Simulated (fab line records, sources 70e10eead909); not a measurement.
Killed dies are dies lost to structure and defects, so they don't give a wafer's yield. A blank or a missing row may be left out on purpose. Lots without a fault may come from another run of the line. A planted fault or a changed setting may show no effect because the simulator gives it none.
Chamber matching | flow nand_harc | NHARC_A_CHANNEL_FILL_D1_ETCHBACK_08 on rie_diel-03: 4 sister chambers
The step etches the open film in C4F8, target depth 220 nm, time 110 s. 4 wafers are shown with their chamber, then 8 later ones without.

WAFERS WITH THEIR CHAMBER
wafer  | chamber | rf_vpp_V (V)
L482.3 | 2       | 438.5
L493.2 | 1       | 439.9
L493.3 | 0       | 440.6
L494.2 | 3       | 442.7

WAFERS WITHOUT THEIR CHAMBER
wafer  | rf_vpp_V (V)
L494.3 | 438.2
L494.6 | 444.2
L496.1 | 438.2
L496.2 | 442.5
L496.4 | 444.6
L498.1 | 439.0
L498.3 | 441.2
L498.4 | 438.7

WHICH CHAMBER EACH WENT THROUGH
wafer  | from the rows above          | in truth
L494.3 | can't be placed: 2 or 1      | 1
L494.6 | 3                            | 3
L496.1 | can't be placed: 2 or 1      | 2
L496.2 | can't be placed: 3 or 0      | 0
L496.4 | 3                            | 3
L498.1 | can't be placed: 2 or 1 or 0 | 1
L498.3 | can't be placed: 0 or 1 or 3 | 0
L498.4 | can't be placed: 2 or 1 or 0 | 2
Placed correctly: 2 of 8. Can't be placed from these rows: 6 (the true chamber is among the candidates in 6). Placed wrongly: 0.
How it was worked out, from the rows above alone: a wafer's distance from a chamber is the root of the sum, over the readings, of the square of ((its reading less the chamber's mean) divided by the reading's scatter). The wafer belongs to the nearest chamber; if the next one is less than 2 further off, it can't be placed. A chamber's mean is the mean of its shown wafers. The scatter: with one shown wafer a chamber, the root of the mean of the squares of how far each hidden wafer lies from its nearest shown one.
